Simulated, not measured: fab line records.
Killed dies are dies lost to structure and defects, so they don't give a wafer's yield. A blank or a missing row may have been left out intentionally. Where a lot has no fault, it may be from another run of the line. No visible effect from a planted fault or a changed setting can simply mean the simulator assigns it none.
Matching of chambers || flow nand-harc || cmp-04 running NHARC_P_BONDPAD_CMP_19: 4 sister chambers
The step polishes, t overpolish 30 s, cu recess touch 16 s, target thk 160.81 nm. 8 wafers are shown with their chamber, then 7 later ones without.

WAFERS, EACH WITH ITS CHAMBER
{"wafer": "L079.2", "chamber": 0, "motor-current-A (A)": 10.9, "overpolish-run-s (s)": 29.988}
{"wafer": "L082.2", "chamber": 0, "motor-current-A (A)": 11.0, "overpolish-run-s (s)": 29.999}
{"wafer": "L083.2", "chamber": 1, "motor-current-A (A)": 12.5, "overpolish-run-s (s)": 29.994}
{"wafer": "L083.4", "chamber": 3, "motor-current-A (A)": 10.1, "overpolish-run-s (s)": 30.012}
{"wafer": "L087.2", "chamber": 2, "motor-current-A (A)": 11.1, "overpolish-run-s (s)": 30.005}
{"wafer": "L087.4", "chamber": 3, "motor-current-A (A)": 10.2, "overpolish-run-s (s)": 29.982}
{"wafer": "L088.1", "chamber": 2, "motor-current-A (A)": 11.4, "overpolish-run-s (s)": 29.998}
{"wafer": "L088.3", "chamber": 1, "motor-current-A (A)": 11.9, "overpolish-run-s (s)": 29.998}

WAFERS WITHOUT THEIR CHAMBER
{"wafer": "L088.4", "motor-current-A (A)": 11.2, "overpolish-run-s (s)": 30.002}
{"wafer": "L090.1", "motor-current-A (A)": 12.0, "overpolish-run-s (s)": 29.996}
{"wafer": "L090.4", "motor-current-A (A)": 10.1, "overpolish-run-s (s)": 30.001}
{"wafer": "L095.2", "motor-current-A (A)": 9.6, "overpolish-run-s (s)": 30.009}
{"wafer": "L095.3", "motor-current-A (A)": 12.1, "overpolish-run-s (s)": 29.999}
{"wafer": "L096.1", "motor-current-A (A)": 11.8, "overpolish-run-s (s)": 29.999}
{"wafer": "L096.3", "motor-current-A (A)": 11.0, "overpolish-run-s (s)": 29.992}

CHAMBER TAKEN BY EACH
{"wafer": "L088.4", "from the rows above": "can't be placed: 2 or 0", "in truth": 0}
{"wafer": "L090.1", "from the rows above": 1, "in truth": 1}
{"wafer": "L090.4", "from the rows above": 3, "in truth": 3}
{"wafer": "L095.2", "from the rows above": 3, "in truth": 3}
{"wafer": "L095.3", "from the rows above": 1, "in truth": 1}
{"wafer": "L096.1", "from the rows above": "can't be placed: 1 or 2 or 0", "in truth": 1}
{"wafer": "L096.3", "from the rows above": "can't be placed: 0 or 2", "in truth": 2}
Correctly placed: 4 of 7. Cannot be placed on the basis of these rows: 3; the candidates contain the true chamber in 3. 0 placed wrongly.
How it was worked out, from the rows above alone: a wafer's distance from a chamber is the root of the sum, over the readings, of the square of ((its reading less the chamber's mean) divided by the reading's scatter). If the next closest chamber is less than 2 further off than the closest, the wafer can't be placed; otherwise it belongs to the closest. A chamber's mean is the mean of its shown wafers. The scatter is the square root of a quotient: the sum, over the shown wafers, of each reading's squared deviation from its chamber's mean, divided by wafers minus chambers.
